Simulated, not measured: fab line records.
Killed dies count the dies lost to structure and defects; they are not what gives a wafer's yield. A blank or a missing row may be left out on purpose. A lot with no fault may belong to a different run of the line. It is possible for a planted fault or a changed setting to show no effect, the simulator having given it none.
Which tool is to blame?    flow nand harc    36 wafers from 12 lots sampled at 6 of the route's 1159 steps

== WHAT THE GAUGES SHOWED, per wafer ==
NHARC_P_ZERO_WELL_CD_MEAS_37: target cd 720 nm. Usual: cd nm at 720.7 nm, with a standard deviation of 2.
lot   measured     on         cd nm (nm)         flag
L100  day 1 16:16  cd sem-01  721.6 723.7 722.2  
L101  day 1 22:11  cd sem-02  719.7 717.2 718.3  
L104  day 2 16:09  cd sem-03  720.3 718.8 721.1  
L106  day 3 04:10  cd sem-01  721.8 722.0 722.5  
L107  day 3 10:53  cd sem-03  720.1 720.5 720.5  
L109  day 3 21:52  cd sem-01  720.4 721.2 722.7  
L110  day 4 04:06  cd sem-02  721.1 717.4 722.3  
L113  day 4 22:07  cd sem-03  - - -              OFF
L115  day 5 10:08  cd sem-01  724.8 723.6 724.6  
L116  day 5 16:08  cd sem-01  723.5 723.9 722.1  
L120  day 6 16:04  cd sem-02  724.9 723.2 721.9  
L122  day 7 04:06  cd sem-03  722.4 718.7 718.9  

NHARC_P_STI_CD_MEAS_09: target cd 200 nm. Usual: cd nm at 200.3 nm, with a standard deviation of 2.6.
lot   measured     on         cd nm (nm)         flag
L100  day 2 12:32  cd sem-03  199.3 199.1 203.5  
L101  day 2 17:23  cd sem-01  199.6 203.6 197.0  
L104  day 3 11:29  cd sem-01  202.8 202.5 201.3  
L106  day 3 23:16  cd sem-03  199.8 199.3 198.5  
L107  day 4 10:23  cd sem-01  199.2 201.0 197.8  
L109  day 4 17:53  cd sem-03  196.4 195.5 201.4  
L110  day 5 00:23  cd sem-02  200.4 198.2 201.8  
L115  day 6 06:03  cd sem-01  196.0 198.1 196.3  
L116  day 6 17:11  cd sem-02  201.7 201.3 200.7  
L120  day 7 10:26  cd sem-02  196.9 202.4 199.5  
L122  day 8 02:31  cd sem-01  201.4 204.7 200.7  

NHARC_END_SORT_01. Usual: killed at array 27, standard deviation 11; killed at other 0.6, standard deviation 1; killed at periphery 3.0, standard deviation 2.1; killed dies 31, standard deviation 12; killed open 3.2, standard deviation 1.7; killed short 1.7, standard deviation 1.4.
lot   measured      on         killed at array  killed at other  killed at periphery  killed dies  killed open  killed short  flag
L113  day 22 09:09  prober-02  12 12 10         0 0 0            665 665 667          677 677 677  1 4 3        1 0 1         OFF

== WHAT TOOL EACH LOT RAN ON (gives the tool, then ch and the chambers of the sampled wafers, and finally the start) ==
lot   NHARC_P_ZERO_WELL_EXPOSE_34       NHARC_P_STI_DESCUM_14              NHARC_P_GATE_DESCUM_31
L100  krf scanner-01 ch 0, day 1 16:07  rie diel-04 ch 0,1, day 2 12:47    rie diel-12 ch 1,2,3, day 4 18:19
L101  krf scanner-01 ch 0, day 1 22:02  rie diel-08 ch 0,1,3, day 2 17:39  rie diel-01 ch 2,3, day 4 22:44
L104  krf scanner-04 ch 0, day 2 15:59  rie diel-08 ch 1,2,3, day 3 11:46  rie diel-12 ch 0,1,2, day 5 14:32
L106  krf scanner-04 ch 0, day 3 04:01  rie diel-08 ch 0,3, day 3 23:31    rie diel-01 ch 0,1,2, day 6 04:53
L107  krf scanner-02 ch 0, day 3 10:44  rie diel-03 ch 1,2,3, day 4 10:40  rie diel-12 ch 1,2, day 6 15:31
L109  krf scanner-02 ch 0, day 3 21:43  rie diel-03 ch 0,3, day 4 18:09    rie diel-02 ch 1,2,3, day 6 22:03
L110  krf scanner-04 ch 0, day 4 03:56  rie diel-03 ch 0,1, day 5 00:38    rie diel-12 ch 0,1,2, day 6 22:46
L113  krf scanner-04 ch 0, day 4 21:57  -                                  -
L115  krf scanner-04 ch 0, day 5 09:59  rie diel-04 ch 0,3, day 6 06:19    rie diel-12 ch 0,1, day 8 10:17
L116  krf scanner-01 ch 0, day 5 15:59  rie diel-04 ch 0,1,2, day 6 17:28  rie diel-12 ch 1,2, day 9 02:31
L120  krf scanner-02 ch 0, day 6 15:55  rie diel-03 ch 0,2,3, day 7 10:41  rie diel-01 ch 0,1,2, day 9 14:11
L122  krf scanner-02 ch 0, day 7 03:57  rie diel-08 ch 0,1,2, day 8 02:47  rie diel-12 ch 1,2, day 10 08:49
- NHARC_P_ZERO_WELL_EXPOSE_34: exposes mask P PWELL, target cd 720 nm.
- NHARC_P_STI_DESCUM_14: chemistry O2, time 3 s.
- NHARC_P_GATE_DESCUM_31: chemistry O2, time 3 s.

== WHAT THE TOOLS THEMSELVES READ (means of the sampled wafers that have a number; where no wafer has one, the mark that the record gives instead) ==
NHARC_P_STI_DESCUM_14. Usual: drypump motor current A 5.7 A, standard deviation 0.39; mfc ar sccm 0.014 sccm, standard deviation 0.016; oes product au 1.001 a.u., standard deviation 0.0084; rf vpp V 57.8 V, standard deviation 0.9; showerhead plenum p Torr 1.92 Torr, standard deviation 0.087; throttle valve pct 11.312 %, standard deviation 0.0087.
lot   tool         drypump motor current A (A)  mfc ar sccm (sccm)  oes product au (a.u.)  rf vpp V (V)  showerhead plenum p Torr (Torr)  throttle valve pct (%)  flag
L100  rie diel-04  6.4                          0.000               0.991                  56.2          1.82                             11.308                  
L101  rie diel-08  5.7                          0.012               1.001                  57.9          1.96                             11.310                  
L104  rie diel-08  5.5                          0.003               1.000                  57.6          1.94                             11.321                  
L106  rie diel-08  5.8                          0.023               0.991                  57.5          1.95                             11.316                  
L107  rie diel-03  5.7                          0.024               1.007                  58.1          1.90                             11.307                  
L109  rie diel-03  5.7                          0.036               0.992                  57.6          1.98                             11.307                  
L110  rie diel-03  5.7                          0.013               1.000                  57.3          1.92                             11.307                  
L115  rie diel-04  5.7                          0.005               0.997                  57.5          1.89                             11.317                  
L116  rie diel-04  6.1                          0.005               1.017                  57.5          1.83                             11.310                  
L120  rie diel-03  5.6                          0.037               1.000                  57.8          1.93                             11.314                  
L122  rie diel-08  5.5                          0.015               0.994                  58.6          2.02                             11.316                  

NHARC_P_GATE_DESCUM_31. Usual: drypump motor current A 5.8 A, standard deviation 0.52; mfc ar sccm 0.012 sccm, standard deviation 0.011; oes product au 1.000 a.u., standard deviation 0.0097; rf vpp V 57.8 V, standard deviation 0.81; showerhead plenum p Torr 1.90 Torr, standard deviation 0.061; throttle valve pct 11.311 %, standard deviation 0.0088.
lot   tool         drypump motor current A (A)  mfc ar sccm (sccm)  oes product au (a.u.)  rf vpp V (V)  showerhead plenum p Torr (Torr)  throttle valve pct (%)  flag
L100  rie diel-12  5.6                          0.012               1.005                  58.1          1.90                             11.315                  
L101  rie diel-01  5.8                          0.004               0.998                  57.2          1.87                             11.317                  
L104  rie diel-12  5.9                          0.016               0.999                  57.3          1.90                             11.310                  
L106  rie diel-01  5.4                          0.004               1.009                  58.0          1.93                             11.308                  
L107  rie diel-12  5.5                          0.006               1.003                  57.6          1.88                             11.313                  
L109  rie diel-02  6.0                          0.022               1.011                  57.6          1.89                             11.306                  
L110  rie diel-12  5.9                          0.016               1.011                  58.2          1.90                             11.307                  
L115  rie diel-12  6.3                          0.026               1.002                  57.9          1.92                             11.307                  
L116  rie diel-12  5.5                          0.013               1.000                  57.7          1.92                             11.304                  
L120  rie diel-01  5.4                          0.004               1.002                  57.7          1.92                             11.316                  
L122  rie diel-12  5.4                          0.013               1.001                  57.8          1.92                             11.315                  

== THE ANSWER, worked out from the rows above alone ==
Rule: lot off if the mean of its wafers having a number is beyond 3 standard deviations from the usual mean. Also off: a lot with no number at a reading for which 4 or more lots have one. The other lots that the step has rows for count as sound. Order of review: gauges by route order, followed by the tools' own readings, for which a lot's mean as printed above is used. At the first step where some lot is off, the reading lying furthest off is the one used; lots without a number count as furthest.
Off: L113 (NHARC_P_ZERO_WELL_CD_MEAS_37, cd nm). Without a number there: L113.
If a tool, at a process step before that reading, ran all the lots that are off and no sound lot after the first of them, it fits. The gauges at NHARC_P_ZERO_WELL_CD_MEAS_37 aren't tried: what is off there is off at NHARC_END_SORT_01 too, on other tools, and a gauge's error can't cause that. Not one of the candidates tried fits.

== WHAT THE SIMULATOR HAD PUT IN ==
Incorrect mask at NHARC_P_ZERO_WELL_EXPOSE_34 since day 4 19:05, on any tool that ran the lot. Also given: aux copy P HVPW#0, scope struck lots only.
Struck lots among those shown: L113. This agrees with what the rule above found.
